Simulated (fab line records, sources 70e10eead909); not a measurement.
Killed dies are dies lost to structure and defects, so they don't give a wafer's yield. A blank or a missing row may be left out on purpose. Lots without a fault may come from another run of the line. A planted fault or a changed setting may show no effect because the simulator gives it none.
fab line records | flow nand_harc
record lots=5 wafers=15 last_day=24
route steps=1159 shown P_GATE@155
lots that met no fault: from a run of the same line without faults
start_h: hours from the record's first day to the start of the lot's first wafer shown | wait_h: hours since the lot's step before | " the same as in the row above | L1.1+2: a row that stands for several wafers | - no value, or no start given | * or withheld: withheld | < > ~ a bound
route shown NAME@n: a module of which the file shows steps, and the number in the route of the first | usual: mean/standard deviation of fault-free wafers | same: alike in all rows | chamber/n: place in a boat | sites: the reading at each site | _std_site: their standard deviation | _edge_site: outer sites' mean less inner sites' | radius_mm: how far each site lies from the wafer's centre | mask NAME#n: copy n | behind: the tool/chamber that last shaped the wafer | hold: why the lot was held/for how many hours/how that ended | device: the transistor (n, p or np) that didn't switch | end of line: the same wafers' tests at the end of the route | a step without rows: its recipe alone | killed: dies lost to structure and defects at the first sort, not the wafer's yield | map: a wafer's dies, x killed, . not, _ none there
set.NAME: the setting as run; set.NAME@STEP: as run at that earlier step | model.NAME: the simulator's own value behind a step, which no gauge read
lots at some steps of the route; a table a step, a row a wafer
services: from which hour (start_h, from the record's first day; less than 0 if before it) a tool's chamber was out of use, for how many hours, and why
## steps
# step NHARC_P_GATE_ALD_36
# recipe target_thk_a=200 pulse_time_s=60 ald_cycles=223 temp_c=400 material=SiNx
# usual heater_power_w=816/99 precursor_pulse_height_rel=0.999/0.02
# columns lot.wafer tool chamber start_h wait_h heater_power_w precursor_pulse_height_rel
L214.4 ald_sin-01 2 89.47 - 923 0.994
L214.6 " 2 93.69 - 915 0.964
L214.5 " 3 94.75 - 738 1.020
L227.1 ald_sin-02 0 168.83 - 783 1.012
L227.2 " 2 170.94 - 943 0.980
L227.3 " 3 171.99 - 886 0.979
L228.4 ald_sin-01 1 171.43 - 790 0.992
L228.3 " 2 172.47 - 822 0.968
L228.6 " 1 175.59 - 771 0.997
L234.2 ald_sin-04 0 209.48 - 958 1.003
L234.3 " 1 210.53 - 784 0.994
L234.1 " 2 211.59 - 909 0.984
L237.3 ald_sin-04 1 223.86 - 789 0.993
L237.2 " 2 224.92 - 940 0.988
L237.5 " 2 229.17 - 897 1.015
# step NHARC_P_GATE_ETCHBACK_37
# recipe target_depth_a=345 time_s=17.2 chf3_flow_sccm=50 o2_flow_sccm=10 ar_flow_sccm=200 rf_w=500 bias_w=200 chemistry=CHF3/O2
# usual chf3_flow_sccm=49.96/0.15 drypump_motor_current_A=5.7/0.46 oes_product_au=0.95/0.033 rf_vpp_V=369.5/2.7 showerhead_plenum_p_Torr=2.35/0.12 throttle_valve_pct=20.572/0.0092
# columns lot.wafer tool chamber start_h wait_h chf3_flow_sccm drypump_motor_current_A oes_product_au rf_hours_counter_h rf_vpp_V showerhead_plenum_p_Torr throttle_valve_pct
L214.4 rie_diel-03 0 - - 49.97 5.7 0.95 20 375.3 2.59 20.586
L214.6 " 1 " " 49.77 5.2 0.93 - 369.4 2.36 20.572
L214.5 " 2 " " 49.99 5.5 0.93 - 374.3 2.59 20.576
L227.3 rie_diel-11 1 - - 49.81 5.5 0.99 53 366.1 2.27 20.561
L227.1 " 2 " " 49.96 6.1 0.99 47 366.9 2.27 20.586
L227.2 " 0 " " 49.91 6.8 0.98 52 367.6 2.23 20.566
L228.3 rie_diel-11 1 - - 49.93 5.4 0.93 54 368.3 2.27 20.577
L228.4 " 2 " " 50.07 6.1 0.93 48 368.3 2.26 20.598
L228.6 " 3 " " 50.23 5.3 0.93 - 367.9 2.29 20.574
L234.3 rie_diel-10 2 - - 49.87 6.1 0.91 8 373.0 2.54 20.570
L234.1 " 3 " " 49.84 5.2 0.94 8 369.7 2.36 20.574
L234.2 " 1 " " 50.01 5.3 0.95 7 365.0 2.24 20.559
L237.2 rie_diel-10 3 - - 50.01 5.2 0.95 12 369.1 2.35 20.569
L237.3 " 0 " " 49.79 5.7 0.93 11 369.7 2.38 20.572
L237.5 " 1 " " 50.09 5.3 0.95 - 367.1 2.24 20.592
# step NHARC_P_GATE_STRIP_101
# recipe time_s=20 o2_flow_sccm=500 ar_flow_sccm=0 bias_w=0 chemistry=O2
# usual drypump_motor_current_A=5.7/0.47 oes_product_au=1.004/0.013 rf_vpp_V=57.5/0.86 showerhead_plenum_p_Torr=3.45/0.16 throttle_valve_pct=17.037/0.0097
# columns lot.wafer tool chamber start_h wait_h drypump_motor_current_A oes_product_au rf_hours_counter_h rf_vpp_V showerhead_plenum_p_Torr throttle_valve_pct
L214.4 rie_diel-03 0 99.15 0.1 5.7 1.007 20 58.6 3.80 17.034
L214.6 " 1 " " 5.2 1.011 - 58.2 3.47 17.034
L214.5 " 2 " " 5.5 1.001 - 57.5 3.80 17.031
L227.2 rie_diel-11 3 178.44 0.1 5.4 1.007 55 57.4 3.37 17.015
L227.3 " 0 " " 6.9 0.998 52 56.9 3.28 17.039
L227.1 " 1 " " 5.5 1.008 53 58.4 3.34 17.034
L228.4 rie_diel-11 3 179.90 0.1 5.3 0.992 56 57.9 3.37 17.031
L228.3 " 1 " " 5.5 1.002 54 58.7 3.34 17.030
L228.6 " 3 " " 5.3 1.002 - 57.6 3.37 17.038
L234.3 rie_diel-10 3 218.05 0.1 5.2 1.027 8 58.1 3.46 17.026
L234.2 " 0 " " 5.7 1.016 7 56.2 3.49 17.029
L234.1 " 1 " " 5.3 1.038 7 58.2 3.30 17.051
L237.3 rie_diel-10 1 233.52 0.1 5.3 1.025 11 58.1 3.30 17.046
L237.2 " 3 " " 5.2 1.024 12 57.2 3.46 17.031
L237.5 " 0 " " 5.7 1.009 - 56.6 3.49 17.025
# step NHARC_P_GATE_PRECLEAN_97
# recipe time_s=600 temp_c=120 chemistry=SPM
# step NHARC_P_GATE_SRD_98
# step NHARC_P_GATE_PRECLEAN_99
# recipe time_s=* temp_c=50 bath_age_min=0 chemistry=SC1
# step NHARC_P_GATE_SRD_100
# step NHARC_P_GATE_DEHYDRATE_38
# recipe temp_c=150 time_s=120
# step NHARC_P_GATE_HMDS_39
# recipe time_s=30
# step NHARC_P_GATE_COAT_40
# recipe spin_rpm=3000
# step NHARC_P_GATE_SOFTBAKE_41
# recipe temp_c=122 time_s=95
# step NHARC_P_GATE_EBR_42
# step NHARC_P_GATE_EXPOSE_43
# recipe na=0.6 target_cd_nm=720 dose_mj=14.81 mask_id=P_NSD
# usual focus_offset_nm=0.1/0.49 stage_vel_mm_s=499.96/0.29
# columns lot.wafer tool chamber start_h wait_h mask focus_offset_nm stage_vel_mm_s
L214.4 krf_scanner-02 0 99.92 - P_NSD#0 0.4 500.14
L214.5 " 0 " " P_NSD#0 -0.1 500.28
L214.6 " 0 " " P_NSD#0 0.3 499.82
L227.1 krf_scanner-02 0 179.20 - P_NSD_R1#0 -0.5 500.22
L227.2 " 0 " " P_NSD_R1#0 0.8 499.76
L227.3 " 0 " " P_NSD_R1#0 -0.5 499.97
L228.3 krf_scanner-02 0 180.55 - P_NSD#0 0.5 500.00
L228.4 " 0 " " P_NSD#0 0.1 500.19
L228.6 " 0 " " P_NSD#0 -0.4 500.32
L234.1 krf_scanner-03 0 218.82 - P_NSD#0 0.6 500.60
L234.2 " 0 " " P_NSD#0 0.6 500.33
L234.3 " 0 " " P_NSD#0 -0.3 500.42
L237.2 krf_scanner-03 0 234.20 - P_NSD#0 0.3 499.90
L237.3 " 0 " " P_NSD#0 0.2 499.95
L237.5 " 0 " " P_NSD#0 0.3 499.79
# step NHARC_P_GATE_PEB_44
# recipe peb_temp_c=118 peb_time_s=85
# step NHARC_P_GATE_DEVELOP_45
# recipe time_s=70
# step NHARC_P_GATE_CD_MEAS_46
# recipe target_cd_nm=720 landing_energy_ev=500
# usual cd_nm=720.0/2.7
# columns lot.wafer tool chamber start_h wait_h cd_nm
L214.4 cd_sem-03 0 100.07 - 721.9
L214.5 " 0 " " 720.8
L214.6 " 0 " " 721.5
L227.1 cd_sem-03 0 179.36 - 621.3
L227.2 " 0 " " 624.8
L227.3 " 0 " " 626.4
L228.3 cd_sem-03 0 180.70 - 719.1
L228.4 " 0 " " 723.1
L228.6 " 0 " " 718.3
L234.1 cd_sem-03 0 218.97 - 721.7
L234.2 " 0 " " 721.2
L234.3 " 0 " " 722.9
L237.2 cd_sem-03 0 234.36 - 715.9
L237.3 " 0 " " 718.1
L237.5 " 0 " " 718.2
# step NHARC_P_GATE_HARDBAKE_47
# recipe temp_c=125 time_s=80
# step NHARC_P_GATE_DESCUM_48
# recipe time_s=3 o2_flow_sccm=200 ar_flow_sccm=0 bias_power_w=0 chemistry=O2
# usual drypump_motor_current_A=5.6/0.4 oes_product_au=1.003/0.014 rf_vpp_V=57.7/0.97 showerhead_plenum_p_Torr=1.91/0.11 throttle_valve_pct=11.311/0.009
# columns lot.wafer tool chamber start_h wait_h drypump_motor_current_A oes_product_au rf_hours_counter_h rf_vpp_V showerhead_plenum_p_Torr throttle_valve_pct model.P_GATE.cd_nm
L214.4 rie_diel-10 0 100.23 - 5.7 1.027 20 56.5 1.90 11.299 721.7
L214.6 " 3 " " 5.2 1.006 - 56.9 1.88 11.304 720.9
L214.5 " 0 " " 5.7 1.023 - 56.3 1.90 11.308 720.7
L227.2 rie_diel-11 2 179.54 - 6.1 0.984 48 55.3 1.80 11.322 624.1
L227.1 " 3 " " 5.3 0.996 56 56.7 1.82 11.301 621.4
L227.3 " 0 " " 6.8 0.986 52 57.0 1.77 11.299 627
L228.3 rie_diel-03 3 180.86 - 5.5 0.997 45 56.3 1.80 11.319 719
L228.4 " 0 " " 5.7 1.004 47 58.2 2.06 11.310 723.1
L228.6 " 3 " " 5.6 0.984 - 56.9 1.80 11.298 719.4
L234.3 rie_diel-11 3 219.14 - 5.3 0.966 5 57.6 1.82 11.311 722.1
L234.2 " 0 " " 6.8 0.974 5 58.6 2.07 11.307 721.2
L234.1 " 1 " " 5.5 0.990 6 57.8 1.80 11.310 721.7
L237.3 rie_diel-11 2 234.51 - 6.1 1.003 14 56.1 1.79 11.311 718.2
L237.2 " 3 " " 5.4 0.969 14 58.8 1.81 11.322 715.8
L237.5 " 3 " " 5.4 0.970 - 57.4 1.82 11.314 717.9
# step NHARC_P_GATE_IMPLANT_49
# recipe energy_kev=30 dose_cm2=3e+15 tilt_deg=7
## services
# columns tool chamber start_h hours kind
rie_diel-10 3 65.84 15.7 repair
ald_sin-01 2 69.08 1.5 repair
rie_diel-10 1 70.68 18.1 repair
rie_diel-03 2 72.38 2.4 repair
krf_scanner-03 - 75.17 2.6 repair
rie_diel-03 - 81.06 2.9 repair
rie_diel-11 1 86.85 8.8 repair
krf_scanner-02 - 88.08 4.1 repair
rie_diel-10 0 94.85 4.2 repair
rie_diel-10 - 117.58 0.2 repair
rie_diel-10 3 127.17 16.4 repair
ald_sin-04 0 158.68 14.7 repair
rie_diel-10 2 163.75 5.6 repair
rie_diel-10 1 164.87 9.6 repair
krf_scanner-03 - 168.00 4.0 pm
rie_diel-10 - 176.50 9.0 pm
ald_sin-01 3 179.32 6.6 repair
rie_diel-11 2 185.50 4.2 repair
rie_diel-11 - 191.18 9.0 pm
krf_scanner-02 - 210.00 4.0 pm
ald_sin-01 - 211.19 0.3 repair
rie_diel-03 - 215.54 9.0 pm
rie_diel-10 2 225.95 9.4 repair
ald_sin-04 2 233.75 1.6 repair
## key
first_sign step=NHARC_P_GATE_EXPOSE_43 reading=mask direction=changed
effect step=NHARC_P_GATE_CD_MEAS_46 reading=cd_nm direction=down sigmas=36 usual=720.0 struck=624.2
model_effect step=NHARC_P_GATE_DESCUM_48 value=P_GATE.cd_nm without=720.5 struck=624.2
met_at NHARC_P_GATE_EXPOSE_43
struck_wafers L227.1,L227.2,L227.3
sort_left_out L227.1,L227.2,L227.3
tester_left_out L227
onset_between 99.92 179.20
fault kind=wrong_mask tool=any chamber=- onset_h=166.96 steps=NHARC_P_GATE_EXPOSE_43 aux_copy=P_NSD_R1#0 cd_offset_nm=-96.353 scope=struck_lots_only
# tester_left_out: of these lots the tester's yield and bins aren't shown, on N5 and GAA mostly nor the transistor test; their killed dies are dies lost to structure and defects alone, not to doping, threshold or leakage, so they don't give the yield
# sort_left_out: the simulated sort isn't trusted on such a fault, so these wafers' sort isn't shown, and their yield isn't known
